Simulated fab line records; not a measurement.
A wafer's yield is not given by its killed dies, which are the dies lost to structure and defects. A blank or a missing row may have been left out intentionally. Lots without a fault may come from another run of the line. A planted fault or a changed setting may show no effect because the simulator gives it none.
Matching of chambers	flow nandHarc	4 sister chambers for NHARC_A_STAIRCASE_TRIM_196 on rieDiel-08
The step chemistry O2, time 211.2 s. 4 wafers are shown with their chamber, then 7 later ones without.

## WAFERS PAIRED WITH THEIR CHAMBERS
wafer	chamber	showerheadPlenumPTorr (Torr)
L076.3	3	3.30
L076.4	1	3.43
L082.2	0	3.31
L082.3	2	3.77

## WAFERS MISSING THEIR CHAMBER
wafer	showerheadPlenumPTorr (Torr)
L082.6	3.77
L093.2	3.29
L093.3	3.76
L093.4	3.29
L097.3	3.75
L097.4	3.29
L097.6	3.75

## EACH ONE'S CHAMBER
wafer	from the rows above	in truth
L082.6	2	2
L093.2	can't be placed: 3 or 0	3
L093.3	2	2
L093.4	can't be placed: 3 or 0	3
L097.3	2	2
L097.4	can't be placed: 3 or 0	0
L097.6	2	2
Correct placement for 4 of the 7. These rows do not allow placing 3 (true chamber among the candidates in 3). Number placed wrongly: 0.
How it was worked out, from the rows above alone: a wafer's distance from a chamber is the root of the sum, over the readings, of the square of ((its reading less the chamber's mean) divided by the reading's scatter). If the next closest chamber is less than 2 further off than the closest, the wafer can't be placed; otherwise it belongs to the closest. A chamber's mean is the mean of its shown wafers. The scatter: root of mean squared gap, hidden wafer to nearest shown wafer, with one shown wafer a chamber.
